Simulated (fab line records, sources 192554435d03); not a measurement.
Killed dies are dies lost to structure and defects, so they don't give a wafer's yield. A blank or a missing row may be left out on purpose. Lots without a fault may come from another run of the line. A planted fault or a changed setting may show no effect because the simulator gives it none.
A struck lot beside a sound one | flow n5_finfet | 16 steps out of a route of 1938
Sound: wafers L118.2, L118.3, L118.4. Struck: wafer L129.2. (L129.4 of the same lot was not struck and is left out.) The cause comes at the end.
At each step with rows: each side's tool, then ch and its chambers, then its first start. Under that, the readings that differ: sound wafers | struck wafers | difference of the means | sigmas: that difference in standard deviations of wafers without a fault.
alike: readings whose means differ by less than 2 such deviations, and words and numbers that are the same on both sides. not compared: withheld readings, readings that some wafer has no value for, bounds like >300 that may hide the same value, and numbers for which the record gives no deviation and whose values overlap.
The two part at a step that has a row with sigmas, a row that says differs or no value, or rows on one side only. Numbers that don't overlap but have no deviation are shown without sigmas and don't part them. A reading that every wafer of one side lacks parts them only if that side has two wafers or more.

N5_BEOL_M1_ETCH_41: etches SiCN in CH3F/O2, target depth 31.9 nm, time 57.8 s.
  sound on rie_diel-02 ch 1,2,3; struck on rie_diel-02 ch 2
  alike: drypump_motor_current_A, oes_product_au, rf_vpp_V, showerhead_plenum_p_Torr, throttle_valve_pct
  not compared: rf_hours_counter_h
then, 1 step without rows for these wafers: N5_BEOL_M1_STRIP_97 (strips in N2/H2, time 10 s).
N5_BEOL_M1_OCD_MEAS_38:
  sound on ocd-01, day 7 15:08; struck on ocd-01, day 10 09:50
  alike: trench_depth_nm
then, 4 steps without rows for these wafers: N5_BEOL_M1_HM_STRIP_39 (strips TiN in peroxide tin strip, target depth 25 nm, time 158 s); N5_BEOL_M1_SRD_40 (time 30 s); N5_BEOL_M1_PRECLEAN_42 (cleans in residue remover, time 60 s); N5_BEOL_M1_SRD_43 (time 30 s).
N5_BEOL_M1_CD_MEAS_35: target cd 18 nm, target cd y 21 nm.
  sound on cd_sem-01, day 7 15:18; struck on cd_sem-03, day 10 09:59
  alike: cd_nm
N5_BEOL_M1_DEGAS_44: time 60 s.
  sound on pvd_sputter-03, day 7 15:20; struck on pvd_sputter-01, day 10 10:10
  alike: heater_power_w
N5_BEOL_M1_PRE_CLEAN_45: time 30 s.
  sound on pvd_sputter-03, day 7 15:23; struck on pvd_sputter-01, day 10 10:12
  alike: heater_power_w
N5_BEOL_M1_ALD_84: deposits TaN, pulse time 2 s, purge time 3 s, co reactant purge time 2 s.
  sound on ald_metal-02 ch 0,2,3, day 7 15:26; struck on ald_metal-01 ch 1, day 10 10:21
  alike: heater_power_w
N5_BEOL_M1_SURFACE_TREAT_85:
  sound on pvd_sputter-01, day 7 15:40; struck on pvd_sputter-01, day 10 10:36
  not compared: throttle_valve_pct
N5_BEOL_M1_CVD_47: deposits Co from CCTBA/H2, target thk 3 nm, time 223.8 s.
  sound on cvd_co-02 ch 0,2, day 7 15:48; struck on cvd_co-02 ch 2, day 10 10:46
  reading          | sound             | struck | difference | sigmas
  run_length_s (s) | 247.1 247.2 246.9 | 453.2  | +206.1     | +99 or more
then, 1 step without rows for these wafers: N5_BEOL_M1_SPUTTER_48 (material Cu, target thk 4.5 nm, time 8.29 s).
-- the record jumps here: 2 days lie between the struck wafers' starts before and after (it left off in module BEOL_M1 and takes up again in module BEOL_M4, whose first step shown is number 1111 of the route) --
N5_BEOL_M4_RC_MEAS_101:
  sound on prober-01 ch 0, day 10 14:50; struck on prober-02 ch 0, day 12 16:21
  reading   | sound                | struck | difference | sigmas
  VT_P (mV) | -250.7 -253.5 -253.1 | -247.2 | +5.2       | +2
  alike: DIBL_N, DIBL_P, IOFF_N, IOFF_P, ION_N, ION_P, SS_N, SS_P, VT_N
N5_PASSIVATION_PROBE_49:
  the record has rows for the sound wafers here (prober-02, day 15 02:50) and none for the struck ones

WHERE THEY PART
First at N5_BEOL_M1_CVD_47; last, within this record, at N5_PASSIVATION_PROBE_49.

WHY: what the simulator had put in
Process parameter drift: cvd_co-02, from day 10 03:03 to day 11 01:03, at N5_BEOL_M1_CVD_47. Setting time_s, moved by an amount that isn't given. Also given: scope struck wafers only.
